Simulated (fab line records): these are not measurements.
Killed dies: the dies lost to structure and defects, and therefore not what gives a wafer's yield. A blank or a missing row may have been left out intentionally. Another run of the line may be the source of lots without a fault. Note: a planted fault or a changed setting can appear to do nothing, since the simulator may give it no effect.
fab line records | flow nandHarc | part 1 of 2: steps 1 to 3 of 6
[record] lots = 23 wafers = 69 lastDay = 24
route steps=1159 shown A_CONTACT@948 A_BLC@982 A_M0@1005
lots that met no fault: from a run of the same line without faults
startH: hours from the record's opening day to when the first of the lot's shown wafers began | waitH: hours since the lot's step before | " repeats the value in the row above | L1.1+2: one row covering several wafers at once | - value missing, or start not given | * or withheld: withheld | < > ~ a bound
route shown NAME@n: names a module that has steps shown in the file, with the first one's number in the route | usual: the fault-free wafers' mean and standard deviation | same: alike in all rows | chamber/n: place in a boat | sites: per-site readings | _std_site: standard deviation of those values | _edge_site: outer sites' mean less inner sites' | radiusMm: how far each site lies from the wafer's centre | mask NAME#n: copy n | behind: the tool/chamber that last shaped the wafer | hold: reason for holding the lot/hours on hold/outcome of the hold | device: names the non-switching transistor (n, p or np) | end of line: tests run on the same wafers once the route is complete | step lacking rows: just its recipe | killed: dies lost to structure and defects at the first sort, not the wafer's yield | map: a wafer's dies, x killed, . not, _ none there
set.NAME: the setting that was run; set.NAME@STEP: the one run at that earlier step | model.NAME: the simulator's own value behind a step, which no gauge read
steps of the route over a sample of lots; a table a step, a row a wafer
services: the hour from which a tool's chamber was out of use, counted from the record's first day as startH (under 0 if before that day), plus the number of hours and why
[[steps]]
[step NHARC_A_CONTACT_ETCH_139]
[recipe] sourceW = withheld pressureMtorr = 20 biasV = 400 timeS = 137 targetDepthA = 5900 arFlowSccm = withheld c4f8FlowSccm = 11.5 o2FlowSccm = 7.2 chemistry = C4F8/O2/Ar
// columns lot.wafer tool chamber startH waitH rfHoursCounterH
L075.2 harCapEtch-01 0 387.95 0.1 62
L075.4 " 1 " " -
L075.3 " 0 " " -
L074.1 harCapEtch-02 0 388.28 0.1 13
L074.5 " 1 " " -
L074.6 " 0 " " -
L076.1 harCapEtch-01 1 390.35 0.1 63
L076.2 " 0 " " 63
L076.4 " 1 " " -
L079.2 harCapEtch-02 0 401.41 0.1 15
L079.3 " 1 " " -
L079.6 " 1 " " -
L077.2 harCapEtch-02 0 410.43 0.1 17
L077.3 " 1 " " -
L077.5 " 0 " " -
L080.1 harCapEtch-01 1 421.35 0.1 67
L080.2 " 0 " " 67
L080.6 " 0 " " -
L082.3 harCapEtch-02 1 422.62 0.1 -
L082.4 " 0 " " -
L082.6 " 1 " " -
L081.2 harCapEtch-03 1 429.57 0.1 93
L081.3 " 1 " " -
L081.5 " 1 " " -
L083.2 harCapEtch-02 1 441.81 0.1 22
L083.6 " 1 " " -
L083.5 " 0 " " -
L084.1 harCapEtch-01 0 443.15 0.1 72
L084.4 " 1 " " -
L084.5 " 1 " " -
L085.2 harCapEtch-01 0 451.36 0.1 74
L085.3 " 0 " " -
L085.6 " 1 " " -
L088.1 harCapEtch-03 1 454.12 0.1 97
L088.4 " 0 " " -
L088.5 " 1 " " -
L087.2 harCapEtch-03 0 456.48 0.1 98
L087.3 " 0 " " -
L087.4 " 1 " " -
L086.3 harCapEtch-01 1 465.53 0.1 -
L086.4 " 0 " " -
L086.5 " 0 " " -
L089.2 harCapEtch-01 0 468.42 0.1 76
L089.3 " 0 " " -
L089.6 " 1 " " -
L090.1 harCapEtch-02 0 480.63 0.1 31
L090.3 " 1 " " -
L090.5 " 1 " " -
L091.2 harCapEtch-01 0 487.17 0.1 80
L091.4 " 0 " " -
L091.3 " 1 " " -
L094.1 harCapEtch-03 1 491.87 0.1 104
L094.4 " 0 " " -
L094.6 " 1 " " -
L093.1 harCapEtch-01 1 494.79 0.1 80
L093.6 " 0 " " -
L093.5 " 1 " " -
L092.2 harCapEtch-03 1 504.83 0.1 106
L092.1 " 0 " " 106
L092.4 " 0 " " -
L095.2 harCapEtch-03 0 510.37 0.1 107
L095.3 " 1 " " -
L095.6 " 0 " " -
L097.2 harCapEtch-03 0 523.60 0.2 109
L097.3 " 1 " " -
L097.5 " 1 " " -
L096.3 harCapEtch-02 1 524.11 0.1 -
L096.4 " 0 " " -
L096.6 " 1 " " -
[step NHARC_A_CONTACT_ETCH_98]
[recipe] targetDepthA = 200 overEtchFrac = 0.5 timeS = 10 ionEnergyEv = 250 c4f6FlowSccm = 25 o2FlowSccm = 20 arFlowSccm = 500 rfW = 600 biasW = 500 chemistry = C4F6/O2
[usual] biasW = 500.0/1.5 c4f6FlowSccm = 25.00/0.071 drypumpMotorCurrentA = 5.5/0.33 mfcArSccm = 499.8/1.5 oesProductAu = 0.961/0.02 rfVppV = 544/3.1 showerheadPlenumPTorr = 3.81/0.15 throttleValvePct = 26.903/0.0079
// columns lot.wafer tool chamber startH waitH biasW c4f6FlowSccm drypumpMotorCurrentA mfcArSccm oesProductAu rfHoursCounterH rfVppV showerheadPlenumPTorr throttleValvePct
L075.3 rieDiel-11 0 - - 499.6 25.08 5.6 499.3 0.969 4 543 3.65 26.903
L075.4 " 2 " " 499.6 24.97 5.2 499.4 0.945 4 546 3.86 26.899
L075.2 " 3 " " 499.9 25.00 5.1 502.5 0.952 4 544 3.73 26.901
L074.1 rieDiel-06 3 - - 498.7 24.91 5.8 499.3 0.923 52 551 4.08 26.906
L074.6 " 3 " " 498.0 24.88 5.7 500.5 0.927 - 551 4.08 26.910
L074.5 " 0 " " 500.2 24.89 5.4 500.8 0.939 - 542 3.65 26.906
L076.1 rieDiel-11 1 390.92 0.1 499.8 25.05 5.8 499.7 0.963 5 544 3.82 26.900
L076.2 " 0 " " 501.8 25.05 5.6 498.4 0.962 4 542 3.65 26.896
L076.4 " 0 " " 498.4 24.99 5.7 498.9 0.964 - 542 3.65 26.904
L079.2 rieDiel-11 3 - - 500.7 25.00 5.1 500.8 0.960 6 544 3.73 26.912
L079.3 " 0 " " 499.5 24.97 5.6 500.3 0.955 7 541 3.65 26.904
L079.6 " 0 " " 502.0 24.93 5.7 500.6 0.960 - 540 3.65 26.899
L077.3 rieDiel-11 2 - - 499.8 25.00 5.2 499.8 0.950 7 545 3.86 26.901
L077.2 " 1 " " 499.1 25.03 5.8 502.0 0.962 6 545 3.82 26.900
L077.5 " 2 " " 500.8 25.09 5.2 499.8 0.945 - 544 3.86 26.905
L080.1 rieDiel-11 0 - - 498.0 24.94 5.7 499.9 0.951 10 543 3.65 26.890
L080.2 " 2 " " 501.6 24.92 5.2 499.8 0.933 9 547 3.86 26.901
L080.6 " 0 " " 500.7 25.05 5.6 500.4 0.952 - 543 3.65 26.905
L082.3 rieDiel-11 1 - - 501.2 25.02 5.8 498.2 0.956 8 545 3.82 26.901
L082.4 " 3 " " 501.5 25.09 5.1 499.9 0.942 10 543 3.73 26.893
L082.6 " 1 " " 498.4 25.00 5.8 496.4 0.953 - 544 3.82 26.893
L081.2 rieDiel-11 0 - - 499.5 25.00 5.6 502.2 0.951 11 542 3.65 26.895
L081.3 " 2 " " 497.2 24.97 5.2 498.3 0.944 11 547 3.86 26.900
L081.5 " 0 " " 497.3 25.02 5.6 501.4 0.944 - 541 3.65 26.895
L083.2 rieDiel-06 2 442.38 0.1 500.0 24.92 6.0 501.1 1.013 5 545 3.75 26.907
L083.6 " 0 " " 501.2 24.89 5.4 501.4 0.977 - 551 4.22 26.906
L083.5 " 1 " " 501.1 25.00 6.1 501.9 0.968 - 546 3.90 26.904
L084.4 rieDiel-11 1 - - 500.3 24.95 5.8 499.6 0.964 13 545 3.82 26.896
L084.1 " 0 " " 503.1 24.96 5.6 501.2 0.964 15 541 3.65 26.906
L084.5 " 1 " " 498.6 24.95 5.8 499.2 0.953 - 545 3.82 26.896
L085.3 rieDiel-11 3 - - 500.5 25.11 5.1 501.9 0.961 16 543 3.72 26.891
L085.2 " 0 " " 499.6 24.92 5.7 502.4 0.951 17 542 3.65 26.895
L085.6 " 1 " " 498.9 24.96 5.8 499.2 0.964 - 545 3.82 26.909
L088.1 rieDiel-06 2 454.65 0.1 501.0 24.95 6.1 497.9 0.945 11 544 3.74 26.907
L088.4 " 2 " " 500.1 25.02 6.1 496.4 0.949 - 542 3.74 26.891
L088.5 " 0 " " 501.8 24.94 5.4 500.3 0.956 - 551 4.22 26.915
L087.4 rieDiel-11 3 - - 500.4 24.90 5.1 500.9 0.945 16 542 3.72 26.928
L087.2 " 0 " " 498.7 24.78 5.6 500.6 0.943 17 542 3.65 26.898
L087.3 " 1 " " 496.9 25.06 5.8 501.4 0.949 15 544 3.82 26.908
L086.4 rieDiel-06 0 466.19 0.3 500.5 25.05 5.4 501.1 0.990 - 552 4.21 26.899
L086.3 " 1 " " 499.6 24.93 6.1 497.8 0.975 - 545 3.89 26.917
L086.5 " 1 " " 502.5 25.07 6.1 498.5 0.971 - 548 3.89 26.894
L089.3 rieDiel-11 2 - - 501.4 24.98 5.2 499.8 0.965 19 545 3.85 26.919
L089.2 " 1 " " 501.2 24.90 5.8 499.6 0.955 17 543 3.81 26.904
L089.6 " 2 " " 500.7 24.95 5.2 498.1 0.965 - 547 3.85 26.908
L090.3 rieDiel-06 3 - - 501.0 25.14 5.8 501.9 0.945 3 551 4.07 26.906
L090.1 " 0 " " 499.6 25.11 5.4 501.3 0.942 25 551 4.21 26.896
L090.5 " 1 " " 499.5 24.97 6.1 500.8 0.925 - 545 3.89 26.911
L091.2 rieDiel-11 3 - - 496.3 25.05 5.1 498.9 0.954 22 542 3.72 26.912
L091.4 " 0 " " 499.2 25.10 5.6 498.5 0.949 21 541 3.64 26.899
L091.3 " 1 " " 497.2 25.01 5.8 498.9 0.939 21 544 3.81 26.906
L094.1 rieDiel-11 2 - - 499.8 24.98 5.2 500.2 0.940 22 546 3.85 26.885
L094.4 " 3 " " 498.8 24.93 5.1 500.8 0.938 23 542 3.72 26.904
L094.6 " 1 " " 499.7 25.08 5.8 501.5 0.937 - 545 3.81 26.899
L093.1 rieDiel-11 3 - - 498.9 25.00 5.1 499.5 1.001 23 542 3.72 26.890
L093.5 " 1 " " 499.1 24.92 5.8 502.3 0.993 - 545 3.81 26.912
L093.6 " 2 " " 501.9 25.20 5.2 500.0 1.010 - 546 3.85 26.917
L092.4 rieDiel-06 0 - - 498.7 24.91 5.4 500.4 0.956 34 552 4.21 26.902
L092.1 " 1 " " 498.5 25.00 6.1 499.2 0.939 34 545 3.88 26.909
L092.2 " 3 " " 501.5 24.99 5.8 498.7 0.926 11 548 4.06 26.896
L095.2 rieDiel-11 0 - - 501.3 25.03 5.7 499.5 1.008 24 542 3.64 26.905
L095.3 " 1 " " 500.3 24.99 5.8 499.4 0.992 24 544 3.81 26.908
L095.6 " 3 " " 500.5 25.07 5.1 498.7 0.993 - 543 3.72 26.900
L097.3 rieDiel-11 3 - - 498.2 25.06 5.1 501.4 0.961 27 542 3.72 26.901
L097.2 " 1 " " 504.0 25.00 5.8 497.0 0.958 26 545 3.81 26.893
L097.5 " 0 " " 498.9 25.08 5.6 499.8 0.964 - 541 3.64 26.891
L096.4 rieDiel-11 3 - - 501.5 25.03 5.1 502.3 0.943 27 542 3.72 26.913
L096.3 " 1 " " 500.5 24.88 5.8 501.2 0.957 26 543 3.81 26.902
L096.6 " 3 " " 501.7 25.15 5.1 501.5 0.957 - 542 3.72 26.905
[step NHARC_A_CONTACT_STRIP_26]
[recipe] o2FlowSccm = 500 arFlowSccm = 0 biasW = 0 chemistry = O2
[usual] drypumpMotorCurrentA = 5.51/0.28 mfcArSccm = 0.013/0.013 oesProductAu = 1.003/0.011 rfVppV = 57.6/1 showerheadPlenumPTorr = 3.43/0.14 throttleValvePct = 17.037/0.0093
[same] biasW = 0
// columns lot.wafer tool chamber startH waitH drypumpMotorCurrentA mfcArSccm oesProductAu rfHoursCounterH rfVppV showerheadPlenumPTorr throttleValvePct
L075.2 rieDiel-11 1 - - 5.79 0.004 1.017 4 58.0 3.43 17.039
L075.4 " 2 " " 5.23 0.006 1.011 4 57.4 3.47 17.027
L075.3 " 3 " " 5.13 0.012 0.999 4 59.0 3.35 17.035
L074.1 rieDiel-06 1 - - 6.09 0.004 1.002 54 57.8 3.51 17.045
L074.5 " 3 " " 5.79 0 0.982 - 58.6 3.67 17.045
L074.6 " 0 " " 5.42 0 1.018 - 57.2 3.28 17.031
L076.2 rieDiel-11 0 - - 5.63 0.038 1.018 4 58.1 3.28 17.022
L076.1 " 1 " " 5.78 0.004 1.001 5 58.3 3.44 17.032
L076.4 " 0 " " 5.63 0.038 1.007 - 58.7 3.28 17.050
L079.3 rieDiel-11 3 - - 5.13 0.012 0.998 6 56.8 3.35 17.032
L079.2 " 1 " " 5.79 0.004 1.012 5 58.2 3.43 17.037
L079.6 " 3 " " 5.13 0.012 0.999 - 56.7 3.35 17.043
L077.2 rieDiel-11 3 - - 5.14 0.012 1.009 8 56.4 3.35 17.038
L077.3 " 0 " " 5.65 0.038 1.010 8 56.8 3.28 17.041
L077.5 " 3 " " 5.14 0.012 1.014 - 57.2 3.35 17.034
L080.1 rieDiel-11 1 - - 5.79 0.004 1.009 8 59.2 3.43 17.061
L080.2 " 2 " " 5.19 0.006 1.011 9 58.0 3.47 17.037
L080.6 " 0 " " 5.62 0.038 1.000 - 56.2 3.28 17.046
L082.4 rieDiel-11 2 - - 5.21 0.006 0.993 9 58.3 3.47 17.035
L082.3 " 3 " " 5.15 0.012 1.000 10 55.8 3.35 17.043
L082.6 " 1 " " 5.77 0.004 1.000 - 57.2 3.43 17.026
L081.3 rieDiel-11 1 - - 5.77 0.004 0.998 9 58.2 3.43 17.030
L081.2 " 3 " " 5.13 0.012 1.017 11 56.7 3.35 17.048
L081.5 " 0 " " 5.67 0.038 0.999 - 55.8 3.28 17.041
L083.2 rieDiel-05 0 - - 5.61 0.014 0.993 31 56.9 3.33 17.045
L083.5 " 1 " " 5.44 0.004 0.990 - 58.3 3.45 17.029
L083.6 " 2 " " 5.75 0 1.006 - 59.1 3.68 17.024
L084.4 rieDiel-11 3 - - 5.11 0.012 1.005 14 58.1 3.35 17.045
L084.1 " 1 " " 5.80 0.004 0.983 13 57.3 3.43 17.036
L084.5 " 3 " " 5.13 0.012 1.010 - 58.3 3.35 17.027
L085.2 rieDiel-11 0 - - 5.60 0.038 1.008 17 57.4 3.27 17.030
L085.3 " 1 " " 5.79 0.004 0.997 14 57.0 3.43 17.031
L085.6 " 0 " " 5.62 0.038 1.012 - 55.4 3.27 17.034
L088.1 rieDiel-06 2 - - 6.03 0 1.001 11 57.4 3.36 17.049
L088.5 " 1 " " 6.12 0.004 0.989 - 57.5 3.50 17.021
L088.4 " 2 " " 6.06 0 0.999 - 56.0 3.36 17.016
L087.4 rieDiel-11 1 - - 5.79 0.004 0.989 15 57.8 3.43 17.038
L087.3 " 3 " " 5.12 0.012 1.004 17 56.1 3.35 17.039
L087.2 " 0 " " 5.64 0.038 0.993 18 56.4 3.27 17.049
L086.4 rieDiel-05 3 - - 5.36 0.033 1.028 41 58.9 3.75 17.043
L086.3 " 2 " " 5.73 0 1.028 40 57.1 3.67 17.051
L086.5 " 0 " " 5.62 0.014 0.994 - 56.6 3.33 17.054
L089.3 rieDiel-11 3 - - 5.14 0.012 1.009 19 58.6 3.34 17.040
L089.2 " 1 " " 5.79 0.004 0.993 18 57.3 3.43 17.058
L089.6 " 1 " " 5.78 0.004 0.995 - 57.0 3.43 17.034
L090.3 rieDiel-05 1 - - 5.45 0.004 0.988 45 59.5 3.45 17.031
L090.1 " 3 " " 5.40 0.033 1.017 46 60.0 3.75 17.029
L090.5 " 1 " " 5.47 0.004 0.990 - 58.7 3.44 17.042
L091.3 rieDiel-11 3 - - 5.13 0.012 1.000 22 58.0 3.34 17.050
L091.4 " 0 " " 5.66 0.038 1.009 21 57.8 3.27 17.045
L091.2 " 1 " " 5.79 0.004 0.989 21 59.2 3.43 17.045
L094.1 rieDiel-11 2 - - 5.21 0.006 1.007 22 57.9 3.46 17.026
L094.4 " 1 " " 5.80 0.004 0.991 22 57.6 3.43 17.033
L094.6 " 2 " " 5.22 0.006 1.008 - 56.5 3.46 17.039
L093.1 rieDiel-06 1 - - 6.08 0.004 0.987 30 56.3 3.49 17.038
L093.6 " 3 " " 5.76 0 0.992 - 58.4 3.66 17.040
L093.5 " 0 " " 5.39 0 1.007 - 59.0 3.79 17.031
L092.1 rieDiel-11 0 - - 5.60 0.038 1.015 23 56.5 3.27 17.042
L092.4 " 1 " " 5.78 0.004 1.002 23 59.0 3.42 17.034
L092.2 " 2 " " 5.24 0.006 1.020 24 56.0 3.46 17.023
L095.3 rieDiel-05 1 - - 5.47 0.004 0.990 54 57.4 3.44 17.027
L095.2 " 2 " " 5.76 0 1.013 54 58.4 3.66 17.025
L095.6 " 0 " " 5.60 0.014 0.993 - 56.1 3.32 17.032
L097.3 rieDiel-11 2 - - 5.19 0.006 1.003 26 57.8 3.46 17.040
L097.2 " 0 " " 5.60 0.038 1.005 26 57.2 3.27 17.031
L097.5 " 2 " " 5.22 0.006 1.006 - 56.4 3.46 17.035
L096.3 rieDiel-05 2 - - 5.74 0 1.017 58 57.3 3.66 17.024
L096.4 " 3 " " 5.43 0.033 1.018 60 59.8 3.74 17.042
L096.6 " 1 " " 5.45 0.004 0.984 - 58.4 3.44 17.011
